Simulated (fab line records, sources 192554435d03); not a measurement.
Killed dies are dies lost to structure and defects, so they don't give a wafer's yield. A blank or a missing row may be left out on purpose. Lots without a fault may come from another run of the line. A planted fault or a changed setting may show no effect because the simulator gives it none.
Chamber matching | flow n5_finfet | N5_MOL_CONTACT_COAG_ALD_20 on ald_metal-01: 4 sister chambers
The step deposits TiN, target thk 1.5 nm, pulse time 1 s, purge time 3 s. 33 wafers are shown with their chamber, then 12 later ones without.

WAFERS WITH THEIR CHAMBER
wafer  | chamber | heater_power_w (W) | precursor_pulse_height_rel | susceptor_temp_C (C)
L074.2 | 1       | 904                | 1.010                      | 400.11
L074.3 | 0       | 911                | 0.995                      | 399.92
L074.5 | 1       | 913                | 1.001                      | 400.12
L075.1 | 0       | 892                | 1.012                      | 399.85
L075.5 | 3       | 906                | 0.970                      | 399.94
L075.6 | 2       | 950                | 1.000                      | 400.13
L076.2 | 0       | 917                | 1.026                      | 399.87
L076.3 | 2       | 922                | 0.990                      | 399.62
L076.5 | 3       | 901                | 0.982                      | 399.96
L077.4 | 1       | 924                | 0.988                      | 400.46
L077.5 | 2       | 931                | 1.004                      | 399.98
L077.6 | 3       | 915                | 0.988                      | 400.43
L079.3 | 3       | 923                | 0.982                      | 399.73
L079.5 | 0       | 906                | 0.992                      | 400.07
L079.6 | 3       | 901                | 1.035                      | 399.74
L080.3 | 0       | 910                | 1.013                      | 400.18
L080.4 | 3       | 912                | 1.028                      | 400.06
L080.6 | 1       | 894                | 1.025                      | 400.19
L081.2 | 3       | 933                | 1.012                      | 400.16
L081.5 | 1       | 935                | 1.053                      | 399.59
L081.6 | 0       | 921                | 1.040                      | 399.95
L082.2 | 0       | 887                | 1.004                      | 399.68
L082.4 | 1       | 918                | 1.008                      | 400.13
L082.5 | 2       | 954                | 1.020                      | 400.08
L087.2 | 0       | 892                | 1.021                      | 400.17
L087.5 | 3       | 954                | 1.024                      | 399.95
L087.6 | 2       | 948                | 0.974                      | 399.71
L089.1 | 0       | 896                | 1.043                      | 399.59
L089.2 | 2       | 927                | 0.978                      | 399.91
L089.6 | 3       | 936                | 1.008                      | 399.80
L090.2 | 3       | 903                | 0.983                      | 399.86
L090.4 | 1       | 922                | 0.993                      | 399.52
L090.6 | 2       | 937                | 1.016                      | 400.07

SIGNATURES (means of the wafers above)
reading                    | chamber 0 | chamber 1 | chamber 2 | chamber 3 | scatter within a chamber
heater_power_w             | 903.56    | 915.71    | 938.43    | 918.40    | 14.5
precursor_pulse_height_rel | 1.01622   | 1.01114   | 0.99743   | 1.00120   | 0.0205
susceptor_temp_C           | 399.9200  | 400.0171  | 399.9286  | 399.9630  | 0.239
Rule: a wafer's distance from a chamber is the root of the sum, over the readings, of the square of ((its reading less the chamber's mean) divided by the reading's scatter). The wafer belongs to the nearest chamber; if the next one is less than 2 further off, it can't be placed. The scatter: the root of (the sum of the squares of (reading less its chamber's mean) over the shown wafers, divided by (wafers less chambers)).

WAFERS WITHOUT THEIR CHAMBER
wafer  | heater_power_w (W) | precursor_pulse_height_rel | susceptor_temp_C (C)
L091.2 | 913                | 0.980                      | 400.30
L091.4 | 917                | 1.009                      | 400.34
L091.6 | 959                | 0.994                      | 400.28
L092.3 | 927                | 1.022                      | 400.20
L092.4 | 892                | 0.974                      | 400.04
L092.5 | 917                | 1.009                      | 399.98
L093.1 | 922                | 1.007                      | 399.85
L093.2 | 901                | 0.984                      | 400.26
L093.5 | 892                | 0.969                      | 400.01
L094.2 | 909                | 1.011                      | 399.96
L094.3 | 920                | 1.005                      | 399.59
L094.5 | 925                | 1.010                      | 400.27

WHICH CHAMBER EACH WENT THROUGH
wafer  | from the rows above               | in truth
L091.2 | can't be placed: 3 or 1 or 0 or 2 | 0
L091.4 | can't be placed: 1 or 3 or 0 or 2 | 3
L091.6 | can't be placed: 2 or 3 or 1      | 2
L092.3 | can't be placed: 1 or 3 or 2 or 0 | 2
L092.4 | can't be placed: 0 or 3 or 1 or 2 | 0
L092.5 | can't be placed: 1 or 3 or 0 or 2 | 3
L093.1 | can't be placed: 3 or 1 or 2 or 0 | 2
L093.2 | can't be placed: 3 or 1 or 0 or 2 | 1
L093.5 | can't be placed: 3 or 0 or 1 or 2 | 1
L094.2 | can't be placed: 0 or 1 or 3 or 2 | 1
L094.3 | can't be placed: 3 or 1 or 0 or 2 | 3
L094.5 | can't be placed: 1 or 3 or 2 or 0 | 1
Placed correctly: 0 of 12. Can't be placed from these rows: 12 (the true chamber is among the candidates in 12). Placed wrongly: 0.
